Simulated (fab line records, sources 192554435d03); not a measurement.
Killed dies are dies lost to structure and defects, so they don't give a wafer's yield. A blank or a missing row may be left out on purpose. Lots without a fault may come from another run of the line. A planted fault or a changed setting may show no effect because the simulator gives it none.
Split-lot experiment | flow n5_finfet | 7 lots, 21 wafers read, on a route of 1938 steps

THE SPLIT
At N5_BEOL_M4_COAT_62 (time 60 s, resist thk 12 nm), the setting spin_rpm was moved away from the recipe's 1500 rpm on 6 of the 21 wafers read, by -7.3% to +10.5%. The other wafers ran this setting at the recipe's value.

FROM THE SPLIT TO THE READING: what the file shows between them, 4 steps
- N5_BEOL_M4_COAT_73: time 60 s, resist thk 5 nm
- N5_BEOL_M4_COAT_05: resist thk 30 nm
- N5_BEOL_M4_DESCUM_16: chemistry O2, time 7 s
- N5_BEOL_M4_ETCH_74: etches underlayer in N2/H2, target depth 6.5 nm, time 5.2 s

THE READING
etch.depth_nm (the simulator's own value, which no gauge read), in nm, at N5_BEOL_M4_ETCH_63 (etches SiARC in CF4, target depth 15.6 nm, time 26 s). The file gives no usual value for it. The 15 wafers here that ran the recipe average 12.00 nm, standard deviation 0.042 nm.

wafer  | tool, chamber at the split | spin_rpm as run, rpm | against the recipe | etch.depth_nm, nm | against lot-mates on the recipe
L074.3 | litho_track-04, 0          | 1390                 | -7.3%              | 12.47             | +0.48
L074.4 | litho_track-04, 0          | 1500                 | recipe             | 11.99             | -
L074.5 | litho_track-04, 0          | 1390                 | -7.3%              | 12.5              | +0.51
L080.1 | litho_track-01, 0          | 1500                 | recipe             | 11.95             | -
L080.2 | litho_track-01, 0          | 1411                 | -5.9%              | 12.37             | +0.42
L080.3 | litho_track-01, 0          | 1411                 | -5.9%              | 12.35             | +0.40
L083.1 | litho_track-02, 0          | 1500                 | recipe             | 12.05             | -
L083.4 | litho_track-02, 0          | 1500                 | recipe             | 12.05             | -
L083.6 | litho_track-02, 0          | 1500                 | recipe             | 12.08             | -
L087.2 | litho_track-02, 0          | 1431                 | -4.6%              | 12.35             | +0.30
L087.4 | litho_track-02, 0          | 1500                 | recipe             | 12.03             | -
L087.6 | litho_track-02, 0          | 1500                 | recipe             | 12.06             | -
L090.3 | litho_track-04, 0          | 1500                 | recipe             | 11.97             | -
L090.4 | litho_track-04, 0          | 1500                 | recipe             | 11.98             | -
L090.6 | litho_track-04, 0          | 1500                 | recipe             | 11.96             | -
L091.1 | litho_track-02, 0          | 1657                 | +10.5%             | 11.44             | -0.52
L091.5 | litho_track-02, 0          | 1500                 | recipe             | 11.96             | -
L091.6 | litho_track-02, 0          | 1500                 | recipe             | 11.95             | -
L094.1 | litho_track-02, 0          | 1500                 | recipe             | 11.97             | -
L094.3 | litho_track-02, 0          | 1500                 | recipe             | 11.98             | -
L094.4 | litho_track-02, 0          | 1500                 | recipe             | 12                | -

THE FIT
A straight line over all 21 wafers: etch.depth_nm changes by -0.0604 nm for each +1% of spin_rpm; r = -0.98; the points scatter about the line by 0.045 nm.
The same after taking each lot's own level away (the mean of its wafers on the recipe; 21 wafers): -0.0602 nm for each +1%; r = -0.99; scatter 0.034 nm.
On that fit, the largest move of spin_rpm shifts the reading by 0.63 nm.
The lots' own levels span 11.950 to 12.060 nm, that is 2.6 times the standard deviation above.
So the lot-to-lot level changes the slope little: the two slopes agree.
Check: with one of the wafers moved furthest among these (+10.5%) left out of the fit, the line predicts -0.711 nm for it against its lot-mates. It came out at -0.515 nm against them.

OTHER SPLITS ON THESE WAFERS
These wafers also went through other splits before the reading. Each is held against what the fit with the lots' levels taken away leaves over:
other split on the same wafers    | wafers away from the commonest value | r with etch.depth_nm (lot level and that fit taken away)
N5_BEOL_M2_EXPOSE_08 dose_mj      | 8                                    | +0.20
N5_BEOL_M4_HM_DEP_02 target_thk_a | 7                                    | -0.04

THE WHOLE CHAIN: every reading that the file lists as answering this split, in the file's order
step               | what it does                                         | reading                                                                          | change (the file's fit)                | r (the file's)
N5_BEOL_M4_COAT_62 | time 60 s, resist thk 12 nm                          | SiARC_of_BEOL_M4_COAT_62.thk_nm (the simulator's own value, which no gauge read) | -0.0611 nm for each +1% of the setting | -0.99
N5_BEOL_M4_ETCH_63 | etches SiARC in CF4, target depth 15.6 nm, time 26 s | etch.depth_nm (the simulator's own value, which no gauge read)                   | -0.0589 nm for each +1% of the setting | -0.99

THE FILE'S OWN FIT
etch.depth_nm changes by -0.0589 nm for each +1% of spin_rpm, r = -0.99.
